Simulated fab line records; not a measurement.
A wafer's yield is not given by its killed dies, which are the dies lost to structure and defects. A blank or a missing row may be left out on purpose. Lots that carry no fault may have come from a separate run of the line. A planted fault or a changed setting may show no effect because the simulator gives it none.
The tool behind it: which one?	flow n5-finfet	60 wafers from 20 lots sampled at 4 of the route's 1938 steps

WHAT THE GAUGES READ, wafer by wafer
N5_BEOL_M10_CD_MEAS_18: pitch 140 nm, target cd 70 nm. Usual: cd-nm at 69.7 nm, with a standard deviation of 0.77.
lot	measured	on	cd-nm (nm)	flag
L074	day 13 06:24	cd-sem-01	70.6 69.8 70.3	
L077	day 13 20:16	cd-sem-01	70.2 67.9 69.8	
L075	day 14 06:00	cd-sem-02	69.5 69.1 68.7	
L076	day 14 09:31	cd-sem-01	69.3 69.9 69.9	
L078	day 14 18:25	cd-sem-03	70.2 69.4 68.6	
L082	day 14 22:44	cd-sem-02	70.7 71.0 71.0	
L079	day 15 03:20	cd-sem-03	69.8 70.4 69.1	
L086	day 16 06:29	cd-sem-02	69.0 69.7 69.5	
L081	day 16 18:05	cd-sem-02	69.0 70.2 69.7	
L084	day 16 18:22	cd-sem-02	70.6 70.5 70.2	
L085	day 17 07:04	cd-sem-02	69.9 69.7 69.1	
L090	day 17 09:40	cd-sem-03	70.1 70.1 70.7	
L089	day 17 21:23	cd-sem-01	70.0 68.4 69.5	
L088	day 17 23:04	cd-sem-01	69.7 70.2 68.7	
L087	day 17 23:45	cd-sem-01	70.1 69.4 69.7	
L091	day 18 04:50	cd-sem-01	70.6 70.5 70.0	
L092	day 18 10:33	cd-sem-03	70.7 69.1 68.6	
L094	day 18 11:09	cd-sem-01	69.5 68.9 69.1	
L095	day 19 11:07	cd-sem-02	69.9 69.8 70.8	
L097	day 19 16:53	cd-sem-02	69.7 70.7 70.9	

WHAT TOOL EACH LOT RAN ON (gives the tool, then ch and the chambers of the sampled wafers, and finally the start)
lot	N5_BEOL_M10_CURE_71	N5_BEOL_M10_PECVD_70	N5_BEOL_M10_ETCH_61
L074	uv-cure-03 ch 2, day 13 03:28	pecvd-02 ch 0,1,2, day 13 04:29	rie-diel-04 ch 0,2, day 13 05:52
L077	uv-cure-03 ch 2, day 13 18:19	pecvd-03 ch 0,1,2, day 13 18:47	rie-diel-01 ch 0,1,2, day 13 19:52
L075	uv-cure-02 ch 1, day 14 02:08	pecvd-02 ch 0,1,2, day 14 02:36	rie-diel-04 ch 0,1,3, day 14 05:35
L076	uv-cure-03 ch 2, day 14 06:46	pecvd-02 ch 0,1,2, day 14 07:14	rie-diel-04 ch 1,2, day 14 09:02
L078	uv-cure-03 ch 0, day 14 15:32	pecvd-02 ch 0,1, day 14 16:00	rie-diel-01 ch 1,2, day 14 17:59
L082	uv-cure-02 ch 2, day 14 18:57	pecvd-03 ch 0,1,2, day 14 19:20	rie-diel-04 ch 0,1,3, day 14 22:19
L079	uv-cure-01 ch 2, day 15 00:34	pecvd-02 ch 0,1,2, day 15 00:54	rie-diel-04 ch 2,3, day 15 02:55
L086	uv-cure-02 ch 2, day 16 04:55	pecvd-03 ch 0,1, day 16 05:23	rie-diel-01 ch 0,1,3, day 16 06:04
L081	uv-cure-02 ch 2, day 16 14:49	pecvd-02 ch 0,1, day 16 15:13	rie-diel-04 ch 0,3, day 16 17:38
L084	uv-cure-02 ch 0, day 16 15:55	pecvd-03 ch 0,2, day 16 16:28	rie-diel-04 ch 0,1,2, day 16 17:53
L085	uv-cure-02 ch 0, day 17 05:13	pecvd-04 ch 0,1, day 17 05:41	rie-diel-01 ch 0,2,3, day 17 06:38
L090	uv-cure-03 ch 2, day 17 07:07	pecvd-04 ch 0,1,2, day 17 07:31	rie-diel-01 ch 0,1, day 17 09:14
L089	uv-cure-03 ch 1, day 17 19:07	pecvd-03 ch 0,1, day 17 19:40	rie-diel-03 ch 0,3, day 17 20:49
L088	uv-cure-03 ch 1, day 17 19:59	pecvd-04 ch 0,2, day 17 20:27	rie-diel-03 ch 0,3, day 17 22:26
L087	uv-cure-02 ch 0, day 17 21:44	pecvd-04 ch 0,1, day 17 22:17	rie-diel-04 ch 0,1,2, day 17 23:20
L091	uv-cure-03 ch 0, day 18 02:40	pecvd-02 ch 0,2, day 18 03:05	rie-diel-04 ch 1,2, day 18 04:25
L092	uv-cure-02 ch 0, day 18 06:02	pecvd-03 ch 0,1,2, day 18 06:30	rie-diel-03 ch 0,2,3, day 18 10:07
L094	uv-cure-02 ch 2, day 18 08:24	pecvd-02 ch 0,1,2, day 18 08:52	rie-diel-01 ch 0,1,2, day 18 10:44
L095	uv-cure-02 ch 0, day 19 07:15	pecvd-04 ch 0,2, day 19 07:48	rie-diel-03 ch 0,2,3, day 19 10:42
L097	uv-cure-02 ch 1, day 19 13:59	pecvd-03 ch 0,1,2, day 19 14:19	rie-diel-01 ch 0,1,3, day 19 16:29
- N5_BEOL_M10_CURE_71: cures SiCOH lowk, time 240 s.
- N5_BEOL_M10_PECVD_70: deposits SiO2 from TEOS/O2, target thk 20 nm, time 22.7 s.
- N5_BEOL_M10_ETCH_61: etches SiARC in CF4, target depth 39 nm, time 65 s.

AS READ BY THE TOOLS THEMSELVES (means over the sampled wafers that have a number; for cases with no such wafer, the mark the record gives instead)
N5_BEOL_M10_CURE_71. Usual: lamp-power-pct 52.32 %, standard deviation 0.059; wafer_temp_C_max 386.7, standard deviation 0.5.
lot	tool	lamp-power-pct (%)	wafer_temp_C_max	flag
L074	uv-cure-03	52.29	386.4	
L077	uv-cure-03	52.33	386.8	
L075	uv-cure-02	52.38	386.7	
L076	uv-cure-03	52.36	386.4	
L078	uv-cure-03	52.29	386.2	
L082	uv-cure-02	52.29	386.6	
L079	uv-cure-01	52.28	386.9	
L086	uv-cure-02	52.37	386.5	
L081	uv-cure-02	52.32	387.2	
L084	uv-cure-02	52.34	387.7	
L085	uv-cure-02	52.30	387.3	
L090	uv-cure-03	52.32	386.1	
L089	uv-cure-03	52.31	386.5	
L088	uv-cure-03	52.32	386.3	
L087	uv-cure-02	52.27	386.9	
L091	uv-cure-03	52.33	386.2	
L092	uv-cure-02	52.34	386.9	
L094	uv-cure-02	52.27	386.9	
L095	uv-cure-02	52.33	387.3	
L097	uv-cure-02	52.29	386.3	

N5_BEOL_M10_PECVD_70. Usual: heater-power-w 744 W, standard deviation 76; showerhead-plenum-p-Torr 8.77 Torr, standard deviation 0.056; throttle-valve-pct 22.8 %, standard deviation 1.6.
lot	tool	heater-power-w (W)	showerhead-plenum-p-Torr (Torr)	throttle-valve-pct (%)	flag
L074	pecvd-02	704	8.76	21.8	
L077	pecvd-03	683	8.76	22.9	
L075	pecvd-02	760	8.77	21.7	
L076	pecvd-02	779	8.77	21.9	
L078	pecvd-02	681	8.79	22.0	
L082	pecvd-03	713	8.76	22.8	
L079	pecvd-02	763	8.77	21.8	
L086	pecvd-03	723	8.81	23.6	
L081	pecvd-02	686	8.77	22.0	
L084	pecvd-03	737	8.77	22.5	
L085	pecvd-04	735	8.81	25.4	
L090	pecvd-04	762	8.77	23.8	
L089	pecvd-03	674	8.81	23.6	
L088	pecvd-04	776	8.77	23.6	
L087	pecvd-04	722	8.83	25.5	
L091	pecvd-02	703	8.75	21.4	
L092	pecvd-03	697	8.78	22.9	
L094	pecvd-02	785	8.76	21.2	
L095	pecvd-04	842	8.75	22.4	
L097	pecvd-03	762	8.75	22.9	

N5_BEOL_M10_ETCH_61. Usual: bias-w 35.99 W, standard deviation 0.11; chamber-pressure-mTorr 40.00 mTorr, standard deviation 0.031; drypump-motor-current-A 5.67 A, standard deviation 0.21; etch-rf-on-time-s 65.1 s, standard deviation 2.3; oes-product-au 0.68 a.u., standard deviation 0.073; rf-vpp-V 183.8 V, standard deviation 1; showerhead-plenum-p-Torr 2.11 Torr, standard deviation 0.063; throttle-valve-pct 15.64 %, standard deviation 0.26.
lot	tool	bias-w (W)	chamber-pressure-mTorr (mTorr)	drypump-motor-current-A (A)	etch-rf-on-time-s (s)	oes-product-au (a.u.)	rf-vpp-V (V)	showerhead-plenum-p-Torr (Torr)	throttle-valve-pct (%)	flag
L074	rie-diel-04	36.06	40.00	5.72	63.8	0.77	184.2	2.12	15.55	
L077	rie-diel-01	36.00	40.01	5.66	66.7	0.64	183.8	2.14	15.81	
L075	rie-diel-04	35.99	40.01	5.66	65.1	0.70	183.7	2.12	15.67	
L076	rie-diel-04	36.00	40.03	5.75	63.6	0.77	184.3	2.11	15.33	
L078	rie-diel-01	35.96	39.98	5.59	65.7	0.65	185.3	2.19	15.83	
L082	rie-diel-04	36.00	40.02	5.67	64.2	0.70	183.6	2.11	15.68	
L079	rie-diel-04	35.95	40.04	5.36	66.4	0.71	185.4	2.18	15.59	
L086	rie-diel-01	36.04	40.03	5.70	64.8	0.68	183.3	2.13	15.60	
L081	rie-diel-04	36.06	40.02	5.45	65.5	0.63	184.5	2.15	15.94	
L084	rie-diel-04	36.08	39.99	5.72	63.5	0.73	183.8	2.11	15.49	
L085	rie-diel-01	35.89	40.01	5.74	67.3	0.65	183.4	2.09	15.74	
L090	rie-diel-01	35.97	40.02	5.67	64.9	0.65	184.1	2.12	15.74	
L089	rie-diel-03	35.98	40.02	5.60	65.1	0.67	183.7	2.06	15.57	
L088	rie-diel-03	35.94	39.97	5.61	65.5	0.67	183.6	2.06	15.57	
L087	rie-diel-04	35.90	40.03	5.72	64.8	0.72	183.7	2.10	15.50	
L091	rie-diel-04	36.03	40.00	5.60	64.2	0.73	184.1	2.13	15.41	
L092	rie-diel-03	35.98	40.01	5.70	64.5	0.74	184.2	2.10	15.46	
L094	rie-diel-01	35.98	40.03	5.64	66.7	0.62	183.4	2.13	15.89	
L095	rie-diel-03	36.02	39.99	5.70	64.5	0.71	184.0	2.10	15.47	
L097	rie-diel-01	36.05	40.00	5.71	65.3	0.66	183.5	2.12	15.64	

THE ANSWER, worked out from the rows above alone
Rule: a lot counts as off when the mean over its wafers that have a number is more than 3 standard deviations away from the usual mean. Also off: a lot with no number at a reading for which 4 or more lots have one. Where the step has rows for the other lots, those lots are counted as sound. After the gauges, taken in route order, come the tools' own readings; for these a lot's mean is taken, as printed above. At the first step where some lot is off, the reading lying furthest off is the one used; lots without a number count as furthest.
No lot is off on any of the readings shown, so nothing can be concluded from this.

WHAT THE SIMULATOR PUT IN
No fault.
